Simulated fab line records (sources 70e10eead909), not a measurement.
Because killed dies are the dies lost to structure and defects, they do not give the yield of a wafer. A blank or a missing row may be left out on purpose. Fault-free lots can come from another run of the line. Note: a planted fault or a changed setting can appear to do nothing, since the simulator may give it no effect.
A lot that was struck, set against a sound lot	flow nandHarc	15 steps out of a route of 1302
Sound: wafers L300.1, L300.3, L300.6. Wafers struck: L313.2, L313.3, L313.5. The cause comes at the end.
Per side, at each step with rows, come the tool, then ch with its chambers, and then its first start. Under that, the readings that differ: sound wafers	struck wafers	difference of the means	sigmas: that difference in standard deviations of wafers without a fault.
alike: same words and numbers on both sides, and readings whose means sit less than 2 such deviations apart. not compared: any withheld reading, any reading some wafer has no value for, any bound like >300 that may hide the same value, and any number with overlapping values for which the record gives no deviation.
The two part at a step that has a row with sigmas, a row that says differs or no value, or rows on one side only. Numbers that have no deviation but don't overlap get no sigmas and don't part them. A reading that every wafer of one side lacks parts them only if that side has two wafers or more.

NHARC_A_SGD_CUT_THK_MEAS_22: measures by ellipsometry.
  struck on filmMetro-02, day 28 06:10; sound on filmMetro-02, day 22 00:07
  alike: thkNm
then, 2 steps without rows for these wafers: NHARC_A_SGD_CUT_SRD_23; NHARC_A_SGD_CUT_ETCH_26 (etches SiO2 in dHF, target depth 45.8 nm).
NHARC_A_SGD_CUT_ETCHBACK_24: etches the open film in CH3F/O2, target depth 50 nm, time 92.857 s.
  sound on rieDiel-08 ch 0,1,3, day 22 00:20; struck on rieDiel-08 ch 1,3, day 28 06:23
  alike: drypumpMotorCurrentA, oesProductAu, rfVppV, showerheadPlenumPTorr, throttleValvePct
  not compared: rfHoursCounterH
NHARC_A_SGD_CUT_STRIP_28: strips in O2, time 20 s.
  sound: rieDiel-08 ch 0,2; struck: rieDiel-08 ch 0,2,3
  alike: drypumpMotorCurrentA, oesProductAu, rfVppV, showerheadPlenumPTorr, throttleValvePct
  not compared: rfHoursCounterH
NHARC_A_SGD_CUT_INSPECT_25:
  struck on defectInspect-02, day 28 06:38; sound on defectInspect-02, day 22 00:35
  alike: rawDefectCount
NHARC_A_SLIT_DEP_25: deposits SiO2, target thk 200 nm.
  sound on pecvd-03 ch 0,1, day 22 00:41; struck on pecvd-02 ch 0,1,2, day 28 06:44
  alike: heaterPowerW, throttleValvePct
NHARC_A_SLIT_DEP_00: deposits aC, target thk 6200 nm.
  sound on aclDep-03 ch 0, day 22 06:36; struck on aclDep-02 ch 0, day 28 07:40
  alike: throttleValvePct
NHARC_A_SLIT_DEP_23: deposits SiON, target thk 100 nm.
  sound on pecvd-02 ch 0,1,2, day 22 10:21; struck on pecvd-02 ch 0,2, day 28 10:50
  alike: heaterPowerW
then, 3 steps without rows for these wafers: NHARC_A_SLIT_DEHYDRATE_01 (time 120 s); NHARC_A_SLIT_HMDS_02 (time 30 s); NHARC_A_SLIT_COAT_03 (resist thk 90 nm).
NHARC_A_SLIT_SOFTBAKE_04: time 55 s.
  sound on lithoTrack-06 ch 0, day 22 10:00; struck on lithoTrack-06 ch 0, day 28 11:00
reading	sound	struck	difference	sigmas
heaterPowerTotalW (W)	188.47 188.36 188.31	203.50 203.85 203.67	+15.29	+99 or more
  alike: exhaustPa
after that, 1 step had no rows for these wafers: NHARC_A_SLIT_EBR_05.
NHARC_END_SORT_01:
  the record has rows for the sound wafers here (prober-01 ch 0, day 27 08:43) and none for the struck ones

== WHERE THEY PART ==
First at NHARC_A_SLIT_SOFTBAKE_04; last, within this record, at NHARC_END_SORT_01.

WHY: what the simulator had put in
Process parameters drifting: lithoTrack-06 at NHARC_A_SLIT_SOFTBAKE_04, beginning at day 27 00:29. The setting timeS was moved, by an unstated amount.
